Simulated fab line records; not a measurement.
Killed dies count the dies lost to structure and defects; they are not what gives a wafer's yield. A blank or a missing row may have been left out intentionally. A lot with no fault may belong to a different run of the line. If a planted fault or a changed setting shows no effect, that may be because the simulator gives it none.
fab line records -- flow n5Finfet
[record] lots = 12, wafers = 36, lastDay = 18
route steps=1938 shown HKMG_FIN@435 MIM_BOT_LITHO@1862 PASSIVATION@1931
lots that met no fault: from a run of the same line without faults
startH: start of the lot's first displayed wafer, in hours after the record's first day -- waitH: how many hours have passed since the lot's step before this one -- " the same as in the row above -- L1.1+2: several wafers, shown together as one row -- - no value, or no start given -- * or withheld: withheld -- < > ~ a bound
route shown NAME@n: names a module that has steps shown in the file, with the first one's number in the route -- usual: the fault-free wafers' mean and standard deviation -- same: alike in all rows -- chamber/n: place in a boat -- sites: the reading at each site -- _std_site: their standard deviation -- _edge_site: outer sites' mean less inner sites' -- radiusMm: how far each site lies from the wafer's centre -- mask NAME#n: copy n -- behind: the last tool/chamber to shape the wafer -- hold: the reason the lot was held/the length of the hold in hours/how it ended -- device: which transistor (n, p or np) failed to switch -- end of line: tests run on the same wafers once the route is complete -- for a step that has no rows: nothing shown but its recipe -- killed: count of dies lost to structure and defects at first sort (not the wafer's yield) -- map: shows each die of a wafer: x if killed, . if not, _ if none is there
set.NAME: setting as actually run; set.NAME@STEP: the setting as run at that earlier step -- model.NAME: the simulator's own value behind a step, which no gauge read
steps of the route over a sample of lots; a table a step, a row a wafer
services: a tool's chamber out of use, with start hour (startH, from the record's first day; less than 0 if before it), hours out, and reason
[[steps]]
[step N5_HKMG_FIN_ETCH_32]
[recipe] chemistry = N2/H2, target = SOC, targetDepthA = 2400, tempC = 40, timeS = 300, ionEnergyEv = 200, maskMaterial = SiARC, pressureMtorr = 30, sourceW = 840, biasW = 150, n2FlowSccm = 200, h2FlowSccm = 200
[usual] drypumpMotorCurrentA = 5.6/0.41, oesProductAu = 0.77/0.075, rfVppV = 524.0/2.3, showerheadPlenumPTorr = 2.55/0.083, tempC = 40.00/0.11, throttleValvePct = 17.82/0.26
lot.wafer,tool,chamber,startH,waitH,drypumpMotorCurrentA,oesProductAu,rfHoursCounterH,rfVppV,showerheadPlenumPTorr,tempC,throttleValvePct
L453.3,rieDiel-02,2,74.82,0.0,5.2,0.72,191,527.3,2.66,40.13,18.30
L453.4,rieDiel-02,1,74.82,0.0,6.2,0.73,180,526.4,2.64,39.89,17.85
L453.5,rieDiel-02,3,74.82,0.0,5.6,0.79,-,525.6,2.55,39.87,17.77
L454.2,rieDiel-02,1,84.41,0.0,6.2,0.73,182,525.4,2.64,39.97,17.85
L454.5,rieDiel-02,3,84.41,0.0,5.6,0.78,-,524.4,2.54,39.94,17.80
L454.6,rieDiel-02,2,84.41,0.0,5.2,0.72,-,526.4,2.65,40.10,18.32
L456.3,rieDiel-03,0,106.63,0.0,5.6,0.77,163,522.7,2.55,39.91,17.89
L456.5,rieDiel-03,2,106.63,0.0,5.4,0.84,-,524.3,2.56,39.99,17.50
L456.6,rieDiel-03,1,106.63,0.0,5.3,0.87,-,526.2,2.60,40.04,17.49
L459.3,rieDiel-02,3,116.85,0.0,5.6,0.77,152,523.6,2.54,40.14,17.81
L459.4,rieDiel-02,0,116.85,0.0,5.3,0.72,182,520.7,2.41,40.19,17.54
L459.5,rieDiel-02,2,116.85,0.0,5.2,0.71,-,526.0,2.65,39.95,18.32
L460.1,rieDiel-03,0,120.52,0.0,5.6,0.76,169,524.9,2.55,40.04,17.91
L460.5,rieDiel-03,2,120.52,0.0,5.4,0.83,-,523.5,2.56,40.02,17.52
L460.6,rieDiel-03,1,120.52,0.0,5.3,0.86,-,525.0,2.59,39.73,17.53
L462.2,rieDiel-04,1,133.91,0.0,6.3,0.70,235,523.8,2.51,39.98,17.71
L462.5,rieDiel-04,2,133.91,0.0,5.6,0.70,-,519.9,2.42,39.89,17.97
L462.6,rieDiel-04,3,133.91,0.0,6.4,0.93,-,526.3,2.60,40.05,17.74
L463.1,rieDiel-02,0,138.91,0.0,5.3,0.72,191,519.3,2.40,39.89,17.57
L463.3,rieDiel-02,3,138.91,0.0,5.6,0.76,161,525.6,2.54,39.93,17.82
L463.4,rieDiel-02,1,138.91,0.0,6.2,0.72,203,526.9,2.63,39.97,17.88
L464.1,rieDiel-03,1,143.92,0.0,5.3,0.84,57,526.3,2.59,40.15,17.54
L464.4,rieDiel-03,0,143.92,0.0,5.6,0.76,177,522.0,2.55,39.98,17.93
L464.6,rieDiel-03,1,143.92,0.0,5.3,0.85,-,522.6,2.59,40.11,17.53
L469.1,rieDiel-02,2,176.32,0.0,5.2,0.71,228,526.2,2.64,40.21,18.36
L469.2,rieDiel-02,1,176.32,0.0,6.2,0.71,212,525.7,2.63,40.01,17.92
L469.5,rieDiel-02,0,176.32,0.0,5.3,0.71,-,520.4,2.40,40.15,17.58
L471.2,rieDiel-02,1,186.14,0.0,6.2,0.71,216,525.2,2.63,39.97,17.91
L471.3,rieDiel-02,3,186.14,0.0,5.6,0.75,175,524.4,2.53,39.99,17.82
L471.4,rieDiel-02,0,186.14,0.0,5.3,0.71,204,520.4,2.40,39.95,17.58
L472.1,rieDiel-03,0,194.77,0.0,5.6,0.73,199,522.2,2.54,39.82,17.99
L472.3,rieDiel-03,2,194.77,0.0,5.5,0.80,107,524.3,2.54,39.97,17.56
L472.6,rieDiel-03,0,194.77,0.0,5.6,0.73,-,523.9,2.54,39.90,17.95
L476.1,rieDiel-03,2,211.61,0.0,5.5,0.78,112,523.7,2.54,40.06,17.56
L476.3,rieDiel-03,0,211.61,0.0,5.6,0.72,204,524.1,2.53,40.02,17.97
L476.5,rieDiel-03,1,211.61,0.0,5.3,0.81,-,525.3,2.58,39.94,17.57
[step N5_MIM_BOT_LITHO_CD_MEAS_08]
[recipe] targetCdNm = 3000, landingEnergyEv = 500, detector = seInlens, polarity = opening
[usual] cdNm = 3000.0/1.8
lot.wafer,tool,chamber,startH,waitH,cdNm
L453.3,cdSem-02,0,263.84,-,3000.9
L453.4,cdSem-02,0,263.84,-,2999.6
L453.5,cdSem-02,0,263.84,-,3001.6
L454.2,cdSem-02,0,267.90,-,2999.8
L454.5,cdSem-02,0,267.90,-,3002.3
L454.6,cdSem-02,0,267.90,-,3001.5
L459.3,cdSem-01,0,300.86,-,2999.3
L459.4,cdSem-01,0,300.86,-,3001.1
L459.5,cdSem-01,0,300.86,-,2999.1
L462.2,cdSem-02,0,307.85,-,2997.7
L462.5,cdSem-02,0,307.85,-,2997.9
L462.6,cdSem-02,0,307.85,-,2999.8
L456.3,cdSem-02,0,311.69,-,2998.5
L456.5,cdSem-02,0,311.69,-,2998.5
L456.6,cdSem-02,0,311.69,-,2998.4
L460.1,cdSem-02,0,315.17,-,2996.7
L460.5,cdSem-02,0,315.17,-,2998.8
L460.6,cdSem-02,0,315.17,-,2998.1
L463.1,cdSem-02,0,330.52,-,2998.6
L463.3,cdSem-02,0,330.52,-,2997.7
L463.4,cdSem-02,0,330.52,-,2999.4
L464.1,cdSem-01,0,343.10,-,3001.3
L464.4,cdSem-01,0,343.10,-,2999.0
L464.6,cdSem-01,0,343.10,-,2998.8
L469.1,cdSem-01,0,379.03,-,2999.3
L469.2,cdSem-01,0,379.03,-,2998.2
L469.5,cdSem-01,0,379.03,-,2998.8
L471.2,cdSem-01,0,379.54,-,2998.2
L471.3,cdSem-01,0,379.54,-,2999.0
L471.4,cdSem-01,0,379.54,-,2997.9
L472.1,cdSem-01,0,385.17,-,3000.1
L472.3,cdSem-01,0,385.17,-,3002.5
L472.6,cdSem-01,0,385.17,-,3001.6
L476.1,cdSem-02,0,416.12,-,2999.5
L476.3,cdSem-02,0,416.12,-,2997.4
L476.5,cdSem-02,0,416.12,-,2999.2
[step N5_PASSIVATION_STRIP_48]
[recipe] chemistry = O2, powerW = 600, tempC = 60, pressureMtorr = 30, rfFrequencyHz = 6e+07, biasPowerW = 0, overashFraction = 0.5, o2FlowSccm = 225
[usual] drypumpMotorCurrentA = 5.8/0.48, oesProductAu = 0.84/0.084, rfVppV = 3.9/2.4, showerheadPlenumPTorr = 2.13/0.066, tempC = 60.00/0.13, throttleValvePct = 16.55/0.2
lot.wafer,tool,chamber,startH,waitH,drypumpMotorCurrentA,oesProductAu,rfHoursCounterH,rfVppV,showerheadPlenumPTorr,tempC,throttleValvePct
L453.3,rieDiel-02,0,269.65,0.1,5.3,0.69,236,5.1,2.00,60.00,16.74
L453.4,rieDiel-02,1,269.65,0.1,6.2,0.69,-,5.2,2.14,60.08,16.71
L453.5,rieDiel-02,0,269.65,0.1,5.3,0.70,-,6.0,2.00,60.22,16.77
L454.2,rieDiel-04,1,275.05,0.1,6.3,0.88,27,0,2.06,59.93,16.30
L454.5,rieDiel-04,3,275.05,0.1,6.5,0.84,-,6.3,2.12,59.99,16.77
L454.6,rieDiel-04,0,275.05,0.1,6.7,0.84,-,2.3,2.23,59.87,16.73
L459.3,rieDiel-02,2,308.39,0.1,5.3,0.93,16,3.1,2.16,59.98,16.68
L459.4,rieDiel-02,2,308.39,0.1,5.3,0.89,-,3.1,2.16,60.06,16.77
L459.5,rieDiel-02,3,308.39,0.1,5.6,0.68,-,2.5,2.07,60.02,16.79
L462.2,rieDiel-04,2,314.88,0.1,5.6,0.91,21,5.4,2.22,60.08,16.42
L462.5,rieDiel-04,0,314.88,0.1,6.7,0.91,-,2.9,2.23,59.95,16.68
L462.6,rieDiel-04,1,314.88,0.1,6.3,0.88,-,3.0,2.05,60.30,16.35
L456.3,rieDiel-02,3,318.28,0.1,5.6,0.73,231,1.8,2.07,60.21,16.74
L456.5,rieDiel-02,3,318.28,0.1,5.6,0.71,-,5.9,2.07,59.99,16.66
L456.6,rieDiel-02,1,318.28,0.1,6.3,0.96,-,3.7,2.13,59.98,16.25
L460.1,rieDiel-02,0,323.33,0.1,5.3,0.97,1,9.2,2.26,60.11,16.22
L460.5,rieDiel-02,3,323.33,0.1,5.6,0.71,-,2.6,2.07,59.73,16.83
L460.6,rieDiel-02,2,323.33,0.1,5.3,0.90,-,6.2,2.16,60.12,16.66
L463.1,rieDiel-02,3,339.33,0.1,5.6,0.71,238,0,2.07,59.80,16.79
L463.3,rieDiel-02,2,339.33,0.1,5.2,0.91,29,4.6,2.16,60.04,16.71
L463.4,rieDiel-02,1,339.33,0.1,6.2,0.87,20,2.1,2.13,60.19,16.27
L464.1,rieDiel-03,2,350.31,0.1,5.4,0.73,157,1.0,2.09,59.97,16.65
L464.4,rieDiel-03,0,350.31,0.1,5.6,0.69,248,10.5,2.05,60.04,16.58
L464.6,rieDiel-03,0,350.31,0.1,5.6,0.69,-,1.3,2.05,60.05,16.64
L469.1,rieDiel-04,1,385.92,0.1,6.3,0.86,62,5.8,2.05,59.91,16.46
L469.2,rieDiel-04,2,385.92,0.1,5.6,0.86,42,0.8,2.21,59.92,16.50
L469.5,rieDiel-04,1,385.92,0.1,6.3,0.85,-,1.3,2.05,59.74,16.46
L471.2,rieDiel-04,3,386.78,0.1,6.4,0.76,108,0,2.11,60.20,16.80
L471.3,rieDiel-04,0,386.78,0.1,6.7,0.85,72,5.1,2.22,59.91,16.69
L471.4,rieDiel-04,1,386.78,0.1,6.3,0.83,62,5.4,2.05,59.90,16.39
L472.1,rieDiel-03,0,392.72,0.1,5.6,0.94,9,5.2,2.05,59.93,16.12
L472.3,rieDiel-03,2,392.72,0.1,5.4,0.71,178,4.2,2.08,60.19,16.54
L472.6,rieDiel-03,2,392.72,0.1,5.5,0.72,-,4.5,2.08,60.28,16.59
L476.1,rieDiel-02,2,422.33,0.1,5.3,0.86,60,4.7,2.14,60.22,16.73
L476.3,rieDiel-02,1,422.33,0.1,6.2,0.82,52,4.0,2.12,59.92,16.21
L476.5,rieDiel-02,3,422.33,0.1,5.6,0.92,-,6.7,2.06,60.03,16.31
[step N5_PASSIVATION_PROBE_49]
[usual] killed_at_M0_to_M3 = 37/12, killed_at_M4_up = 14/5.3, killedAtContacts = 12/6.2, killedAtFrontEnd = 41/11, killedAtOther = 3.7/2.9, killedDies = 107/17, killedOnRim = 14/4.4, killedOpen = 71/12, killedShort = 34/7.9
[same] grossDies = 1180, killedAtBackSide = 0
lot.wafer,tool,chamber,startH,waitH,killed_at_M0_to_M3,killed_at_M4_up,killedAtContacts,killedAtFrontEnd,killedAtOther,killedDies,killedOnRim,killedOpen,killedShort
L453.3,prober-02,-,272.65,0.1,36,10,29,42,2,119,17,82,36
L453.4,prober-02,-,272.70,0.2,41,13,10,31,0,95,4,50,41
L453.5,prober-02,-,272.75,0.2,26,8,30,35,2,101,12,74,26
L462.2,prober-02,-,317.48,0.1,47,13,21,23,1,105,16,73,28
L462.5,prober-02,-,317.63,0.2,46,10,13,36,3,108,10,74,31
L462.6,prober-02,-,317.68,0.3,32,11,6,37,0,86,13,59,22
L456.3,prober-01,-,320.89,0.1,39,9,7,62,3,120,21,72,46
L456.5,prober-01,-,320.99,0.2,33,10,12,54,7,116,12,84,29
L456.6,prober-01,-,321.04,0.3,22,12,13,63,6,116,13,80,35
L460.1,prober-01,-,325.84,0.0,80,12,7,41,1,141,18,76,60
L460.5,prober-01,-,326.04,0.2,53,11,10,54,1,129,17,79,45
L460.6,prober-01,-,326.09,0.3,89,10,12,30,8,149,20,93,54
L463.1,prober-02,-,341.82,0.0,51,13,12,52,4,132,21,91,38
L463.3,prober-02,-,341.92,0.1,32,21,19,30,2,104,8,69,32
L463.4,prober-02,-,341.97,0.2,34,14,11,43,8,110,11,69,40
L464.1,prober-02,-,352.81,0.0,52,5,25,49,5,136,18,82,49
L464.4,prober-02,-,352.96,0.2,43,17,17,32,2,111,7,73,37
L464.6,prober-02,-,353.06,0.3,29,17,7,29,5,87,13,59,25
L469.1,prober-02,-,389.00,0.0,36,6,7,40,3,92,21,64,22
L469.2,prober-02,-,389.05,0.1,44,14,15,36,2,111,22,77,31
L469.5,prober-02,-,389.20,0.2,39,18,29,177,10,273,34,91,33
L471.2,prober-01,-,389.44,0.1,35,3,17,34,7,96,13,61,34
L471.3,prober-01,-,389.49,0.1,36,6,16,24,10,92,6,58,34
L471.4,prober-01,-,389.54,0.2,31,16,24,198,1,270,30,91,28
// killed by level:class
L453.3 MOL_CONTACT_COAG:geometricParticle:open=21 STI_FIN_REVEAL:geometricParticle:open=11 BEOL_M0_SAQP:geometricParticle:open=11 MOL_CONTACT_COAG:geometricParticle:short=8 DUMMY_GATE:geometricParticle:open=6 BEOL_M0_SAQP:geometricParticle:short=6 BEOL_M1:geometricParticle:open=6 BEOL_M2:geometricParticle:open=6
L453.4 BEOL_M0_SAQP:geometricParticle:short=18 BEOL_M0_SAQP:geometricParticle:open=8 STI_FIN_REVEAL:geometricParticle:open=6 DUMMY_GATE:geometricParticle:open=6 MOL_CONTACT_COAG:geometricParticle:open=6 GATE_CUT:geometricParticle:short=5 MOL_CONTACT_COAG:geometricParticle:short=4 BEOL_M2:geometricParticle:open=4
L453.5 MOL_CONTACT_COAG:geometricParticle:open=25 STI_FIN_REVEAL:geometricParticle:open=13 BEOL_M0_SAQP:geometricParticle:short=6 FIN_SAQP:geometricParticle:open=5 MOL_CONTACT_COAG:geometricParticle:short=5 BEOL_M0_SAQP:geometricParticle:open=5 BEOL_M1:geometricParticle:open=4 BEOL_M2:geometricParticle:open=4
L462.2 MOL_CONTACT_COAG:geometricParticle:open=17 BEOL_M3:geometricParticle:open=12 BEOL_M2:geometricParticle:open=9 DUMMY_GATE:geometricParticle:open=7 BEOL_M0_SAQP:geometricParticle:short=6 BEOL_M0_SAQP:geometricParticle:open=6 BEOL_M5:geometricParticle:open=5 BEOL_M1:geometricParticle:short=5
L462.5 BEOL_M0_SAQP:geometricParticle:open=13 BEOL_M3:geometricParticle:open=13 STI_FIN_REVEAL:geometricParticle:open=11 MOL_CONTACT_COAG:geometricParticle:open=9 FIN_SAQP:geometricParticle:short=5 DUMMY_GATE:geometricParticle:short=5 BEOL_M1:geometricParticle:short=5 FIN_SAQP:geometricParticle:open=4
L462.6 BEOL_M2:geometricParticle:open=10 STI_FIN_REVEAL:geometricParticle:open=6 BEOL_M0_SAQP:geometricParticle:open=6 BEOL_M3:geometricParticle:open=6 GATE_CUT:geometricParticle:open=5 MOL_CONTACT_COAG:geometricParticle:open=5 STARTING-WAFER:geometricParticle:short=5 DUMMY_GATE:geometricParticle:open=4
L456.3 FIN_SAQP:geometricParticle:short=19 FIN_SAQP:geometricParticle:open=15 STI_FIN_REVEAL:geometricParticle:open=13 BEOL_M0_SAQP:geometricParticle:short=9 BEOL_M3:geometricParticle:open=8 BEOL_M1:geometricParticle:open=6 MOL_CONTACT_COAG:geometricParticle:open=5 BEOL_M0_SAQP:geometricParticle:open=5
L456.5 STI_FIN_REVEAL:geometricParticle:open=20 FIN_SAQP:geometricParticle:open=11 FIN_SAQP:geometricParticle:short=9 MOL_CONTACT_COAG:geometricParticle:open=9 BEOL_M0_SAQP:geometricParticle:open=7 BEOL_M3:geometricParticle:open=7 STARTING-WAFER:geometricParticle:open=6 BEOL_M0_SAQP:geometricParticle:short=5
L456.6 FIN_SAQP:geometricParticle:open=31 FIN_SAQP:geometricParticle:short=19 MOL_CONTACT_COAG:geometricParticle:open=13 BEOL_M4:geometricParticle:open=7 BEOL_M0_SAQP:geometricParticle:short=5 BEOL_M0_SAQP:geometricParticle:open=5 DUMMY_GATE:geometricParticle:open=4 BEOL_M1:geometricParticle:open=4
L460.1 BEOL_M0_SAQP:geometricParticle:open=19 BEOL_M0_SAQP:geometricParticle:short=18 FIN_SAQP:geometricParticle:open=13 BEOL_M1:geometricParticle:short=12 FIN_SAQP:geometricParticle:short=10 BEOL_M2:geometricParticle:open=10 BEOL_M1:geometricParticle:open=6 BEOL_M3:geometricParticle:short=6
L460.5 BEOL_M0_SAQP:geometricParticle:open=18 BEOL_M0_SAQP:geometricParticle:short=14 GATE_CUT:geometricParticle:short=10 FIN_SAQP:geometricParticle:short=9 FIN_SAQP:geometricParticle:open=8 STI_FIN_REVEAL:geometricParticle:open=7 MOL_CONTACT_COAG:geometricParticle:open=7 BEOL_M1:geometricParticle:open=6
L460.6 BEOL_M0_SAQP:geometricParticle:short=22 BEOL_M0_SAQP:geometricParticle:open=22 BEOL_M2:geometricParticle:open=16 BEOL_M3:geometricParticle:open=9 BEOL_M1:geometricParticle:open=9 MOL_CONTACT_COAG:geometricParticle:open=8 FIN_SAQP:geometricParticle:open=6 STI_FIN_REVEAL:geometricParticle:open=5
L463.1 BEOL_M3:geometricParticle:open=12 MOL_CONTACT_COAG:geometricParticle:open=11 FIN_SAQP:geometricParticle:open=10 FIN_SAQP:geometricParticle:short=10 BEOL_M0_SAQP:geometricParticle:open=10 GATE_CUT:geometricParticle:short=9 BEOL_M0_SAQP:geometricParticle:short=9 BEOL_M1:geometricParticle:open=9
L463.3 MOL_CONTACT_COAG:geometricParticle:open=13 STI_FIN_REVEAL:geometricParticle:open=9 BEOL_M4:geometricParticle:open=9 BEOL_M3:geometricParticle:open=7 FIN_SAQP:geometricParticle:short=5 MOL_CONTACT_COAG:geometricParticle:short=5 BEOL_M1:geometricParticle:open=5 BEOL_M2:geometricParticle:short=5
L463.4 BEOL_M0_SAQP:geometricParticle:open=12 BEOL_M0_SAQP:geometricParticle:short=11 GATE_CUT:geometricParticle:open=10 DUMMY_GATE:geometricParticle:open=8 MOL_CONTACT_COAG:geometricParticle:open=8 STI_FIN_REVEAL:geometricParticle:open=6 FIN_SAQP:geometricParticle:short=5 GATE_CUT:geometricParticle:short=4
L464.1 MOL_CONTACT_COAG:geometricParticle:open=20 FIN_SAQP:geometricParticle:short=13 BEOL_M0_SAQP:geometricParticle:open=13 BEOL_M0_SAQP:geometricParticle:short=11 BEOL_M3:geometricParticle:open=11 BEOL_M2:geometricParticle:open=10 GATE_CUT:geometricParticle:short=9 FIN_SAQP:geometricParticle:open=6
L464.4 MOL_CONTACT_COAG:geometricParticle:open=14 BEOL_M0_SAQP:geometricParticle:short=13 BEOL_M2:geometricParticle:open=8 BEOL_M3:geometricParticle:open=8 FIN_SAQP:geometricParticle:open=7 BEOL_M0_SAQP:geometricParticle:open=7 BEOL_M4:geometricParticle:open=6 STARTING-WAFER:geometricParticle:short=5
L464.6 BEOL_M0_SAQP:geometricParticle:open=8 FIN_SAQP:geometricParticle:open=6 BEOL_M0_SAQP:geometricParticle:short=6 BEOL_M2:geometricParticle:open=5 DUMMY_GATE:geometricParticle:open=4 MOL_CONTACT_COAG:geometricParticle:open=4 BEOL_M4:geometricParticle:open=4 BEOL_M5:geometricParticle:open=4
L469.1 BEOL_M2:geometricParticle:open=10 STI_FIN_REVEAL:geometricParticle:open=8 BEOL_M3:geometricParticle:open=8 FIN_SAQP:geometricParticle:open=7 MOL_CONTACT_COAG:geometricParticle:open=7 BEOL_M1:geometricParticle:open=6 BEOL_M0_SAQP:geometricParticle:short=4 HKMG_FIN:areaEtch=4
L469.2 STI_FIN_REVEAL:geometricParticle:open=17 MOL_CONTACT_COAG:geometricParticle:open=13 BEOL_M0_SAQP:geometricParticle:short=9 BEOL_M0_SAQP:geometricParticle:open=8 BEOL_M2:geometricParticle:open=8 BEOL_M5:geometricParticle:open=6 BEOL_M0:geometricParticle:open=5 BEOL_M1:geometricParticle:open=4
L469.5 HKMG_FIN:unspecified=145 MOL_CONTACT_COAG:geometricParticle:open=24 BEOL_M1:geometricParticle:open=13 STI_FIN_REVEAL:geometricParticle:open=9 BEOL_M0_SAQP:geometricParticle:short=8 BEOL_M2:geometricParticle:open=7 BEOL_M4:geometricParticle:open=6 MOL_CONTACT_COAG:geometricParticle:short=5
L471.2 STI_FIN_REVEAL:geometricParticle:open=14 MOL_CONTACT_COAG:geometricParticle:short=9 MOL_CONTACT_COAG:geometricParticle:open=8 BEOL_M0_SAQP:geometricParticle:short=7 BEOL_M3:geometricParticle:open=7 BEOL_M0_SAQP:geometricParticle:open=6 FIN_SAQP:geometricParticle:short=5 PASS1_CAP:geometricParticle:open=5
L471.3 MOL_CONTACT_COAG:geometricParticle:open=13 BEOL_M0_SAQP:geometricParticle:short=12 FIN_SAQP:geometricParticle:open=7 BEOL_M0_SAQP:geometricParticle:open=6 STI_FIN_REVEAL:geometricParticle:open=5 BEOL_M1:geometricParticle:short=5 PASS1_CAP:geometricParticle:open=5 BEOL_M2:geometricParticle:open=4
L471.4 HKMG_FIN:unspecified=151 STI_FIN_REVEAL:geometricParticle:open=24 MOL_CONTACT_COAG:geometricParticle:open=19 BEOL_M1:geometricParticle:open=10 FIN_SAQP:geometricParticle:open=7 BEOL_M4:geometricParticle:open=7 BEOL_M0_SAQP:geometricParticle:short=6 MOL_CONTACT_COAG:geometricParticle:short=5
[[services]]
tool,chamber,startH,hours,kind
rieDiel-03,0,64.56,13.4,repair
rieDiel-02,0,79.64,8.6,repair
rieDiel-02,1,79.64,3.7,repair
rieDiel-02,-,145.40,4.3,pm
rieDiel-02,-,163.03,3.2,repair
rieDiel-03,3,189.80,9.6,repair
rieDiel-03,-,219.02,2.8,pm
rieDiel-02,2,241.92,-,clean
rieDiel-02,2,241.92,-,consumableReplace:focusRing
rieDiel-02,2,241.92,31.1,scheduledDown
rieDiel-02,2,241.92,31.1,ventCycle
rieDiel-03,0,259.75,6.6,repair
rieDiel-02,0,261.10,2.4,repair
rieDiel-02,1,273.09,-,clean
rieDiel-02,1,273.09,-,consumableReplace:focusRing
rieDiel-02,1,273.09,16.4,scheduledDown
rieDiel-03,0,310.73,1.4,repair
rieDiel-03,2,316.71,5.3,repair
rieDiel-04,3,341.69,14.3,repair
rieDiel-02,-,344.12,2.0,repair
rieDiel-04,1,345.68,5.8,repair
rieDiel-04,-,346.66,14.6,pm
rieDiel-02,0,362.01,4.7,repair
rieDiel-03,1,415.24,4.9,repair
[[key]]
[firstSign] step = N5_PASSIVATION_PROBE_49, reading = killedAtFrontEnd, direction = up, sigmas = 14, usual = 41, struck = 188
[effect] step = N5_PASSIVATION_PROBE_49, reading = killedDies, direction = up, sigmas = 9.6, usual = 107, struck = 272
[moreKillsBornAt] N5_HKMG_FIN_ETCH_32@rieDiel-02 = 296
metAt N5_HKMG_FIN_ETCH_32
struckLots L469,L471
struckWafers L469.5,L471.4
testerLeftOut L469,L471
notActingAt N5_MIM_BOT_LITHO_CD_MEAS_08,N5_PASSIVATION_STRIP_48
onsetBetween 138.91 176.32
[fault] kind = chamberParticleSource, tool = rieDiel-02, chamber = 0, onsetH = 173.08, steps = N5_HKMG_FIN_ETCH_32, ratePerVisitCm2 = 2.1548, endH = 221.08
// testerLeftOut: of these lots the tester's yield and bins aren't shown, on N5 and GAA mostly nor the transistor test; their killed dies are dies lost to structure and defects alone, not to doping, threshold or leakage, so they don't give the yield
